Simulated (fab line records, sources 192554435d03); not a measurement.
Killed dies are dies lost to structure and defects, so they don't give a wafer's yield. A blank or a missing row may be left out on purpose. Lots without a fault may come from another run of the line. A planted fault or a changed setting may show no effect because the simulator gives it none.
A struck lot beside a sound one | flow n5_finfet | 25 steps out of a route of 1938
Sound: wafers L475.1, L475.3, L475.4. Struck: wafers L476.3, L476.4, L476.6. The cause comes at the end.
At each step with rows: each side's tool, then ch and its chambers, then its first start. Under that, the readings that differ: sound wafers | struck wafers | difference of the means | sigmas: that difference in standard deviations of wafers without a fault.
alike: readings whose means differ by less than 2 such deviations, and words and numbers that are the same on both sides. not compared: withheld readings, readings that some wafer has no value for, bounds like >300 that may hide the same value, and numbers for which the record gives no deviation and whose values overlap.
The two part at a step that has a row with sigmas, a row that says differs or no value, or rows on one side only. Numbers that don't overlap but have no deviation are shown without sigmas and don't part them. A reading that every wafer of one side lacks parts them only if that side has two wafers or more.

first, 2 steps without rows for these wafers: N5_BEOL_M4_PRE_CLEAN_56 (time 15 s); N5_BEOL_M4_DEP_57 (deposits SiCN from 3MS/NH3, target thk 8 nm, time 14 s).
N5_BEOL_M4_RS_MEAS_58: measures by four-point-probe.
  sound on film_metro-01, day 8 11:31; struck on film_metro-02, day 8 13:05
  alike: M4_RS
N5_BEOL_M4_INSPECT_59: inspects for defects (darkfield).
  sound on defect_inspect-02, day 8 11:32; struck on defect_inspect-02, day 8 13:07
  alike: raw_defect_count
N5_BEOL_M4_RC_MEAS_101:
  sound on prober-02 ch 0, day 8 11:34; struck on prober-01 ch 0, day 8 13:27
  alike: DIBL_N, DIBL_P, IOFF_N, IOFF_P, ION_N, ION_P, SS_N, SS_P, VT_N, VT_P
N5_BEOL_M5_ILD_DEP_00: deposits SiCOH lowk from DEMS/porogen, target thk 140.64 nm, time 25.9 s.
  sound on pecvd-01 ch 0,2, day 8 12:32; struck on pecvd-01 ch 0,2, day 8 14:07
  alike: heater_power_w, showerhead_plenum_p_Torr, throttle_valve_pct
N5_BEOL_M5_CURE_79: cures SiCOH lowk, time 240 s.
  sound on uv_cure-03 ch 0, day 8 12:35; struck on uv_cure-03 ch 0, day 8 14:20
  alike: lamp_power_pct, wafer_temp_C_max
N5_BEOL_M5_THK_MEAS_01:
  sound on film_metro-01, day 8 13:06; struck on film_metro-01, day 8 14:41
  alike: M5_ILD_THK
N5_BEOL_M5_PECVD_70: deposits SiO2 from TEOS/O2, target thk 16 nm, time 18 s.
  sound on pecvd-03 ch 0,1, day 8 13:08; struck on pecvd-03 ch 0,1,2, day 8 14:43
  alike: heater_power_w, showerhead_plenum_p_Torr, throttle_valve_pct
N5_BEOL_M5_HM_DEP_02: deposits TiN, target thk 20 nm.
  sound on pvd_sputter-01, day 8 15:29; struck on pvd_sputter-01, day 8 15:57
  alike: throttle_valve_pct
then, 2 steps without rows for these wafers: N5_BEOL_M5_COAT_59 (time 60 s, resist thk 60 nm); N5_BEOL_M5_COAT_60 (time 60 s, resist thk 12 nm).
N5_BEOL_M5_COAT_71: time 60 s, resist thk 5 nm.
  sound on litho_track-03 ch 0, day 8 15:37; struck on litho_track-03 ch 0, day 8 16:05
  reading                                         | sound                | struck               | difference | sigmas
  spin_speed_rpm (rpm)                            | 1500.8 1499.6 1499.1 | 1332.3 1331.3 1331.7 | -168.1     | -99 or more
  model.underlayer_of_BEOL_M5_COAT_71.thk_nm (nm) | 5 5 5                | 5.4 5.4 5.4          | +0.4       |
  alike: plate_temp_C
then, 6 steps without rows for these wafers: N5_BEOL_M5_COAT_05 (resist thk 30 nm); N5_BEOL_M5_EBR_07; N5_BEOL_M5_SOFTBAKE_06 (time 60 s); N5_BEOL_M5_EXPOSE_08 (exposes mask M5, target cd 28 nm); N5_BEOL_M5_PEB_09 (peb time 60 s); N5_BEOL_M5_DEVELOP_10 (develop time 30 s).
N5_BEOL_M5_CD_MEAS_11: target cd 27.74 nm.
  sound on cd_sem-01 ch 0, day 8 16:01; struck on cd_sem-02 ch 0, day 8 16:21
  alike: cd_nm
N5_BEOL_M5_OVL_MEAS_12:
  sound on overlay-01 ch 0, day 8 16:02; struck on overlay-01 ch 0, day 8 16:23
  alike: M5_OVL
N5_BEOL_M5_INSPECT_13: inspects for defects (brightfield).
  sound on defect_inspect-02, day 8 16:06; struck on defect_inspect-02, day 8 16:26
  reading          | sound       | struck      | difference | sigmas
  raw_defect_count | 398 314 317 | 556 455 666 | +216       | +2
N5_BEOL_M5_DESCUM_16: chemistry O2, time 7 s.
  sound on rie_diel-06 ch 0,1,3, day 8 16:13; struck on rie_diel-06 ch 1,2,3, day 8 16:28
  alike: drypump_motor_current_A, oes_product_au, rf_vpp_V, showerhead_plenum_p_Torr, throttle_valve_pct
  not compared: rf_hours_counter_h
N5_BEOL_M5_ETCH_72: etches underlayer in N2/H2, target depth 6.5 nm, time 5.2 s.
  sound on rie_diel-06 ch 0,1,3, day 8 16:15; struck on rie_diel-06 ch 1,2,3, day 8 16:30
  reading                  | sound             | struck           | difference | sigmas
  model.etch.depth_nm (nm) | 5.005 5.011 4.998 | 5.309 5.33 5.313 | +0.313     |
  alike: drypump_motor_current_A, etch_rf_on_time_s, oes_product_au, rf_vpp_V, showerhead_plenum_p_Torr, throttle_valve_pct
  not compared: rf_hours_counter_h
then, 1 step without rows for these wafers: N5_BEOL_M5_ETCH_61 (etches SiARC in CF4, target depth 15.6 nm, time 26 s).

WHERE THEY PART
First at N5_BEOL_M5_COAT_71; last, within this record, at N5_BEOL_M5_INSPECT_13. Later steps at which nothing parts them and some readings are alike: N5_BEOL_M5_DESCUM_16, N5_BEOL_M5_ETCH_72.

WHY: what the simulator had put in
Process parameter drift: litho_track-03, from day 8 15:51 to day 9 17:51, at N5_BEOL_M5_COAT_71. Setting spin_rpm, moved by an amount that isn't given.
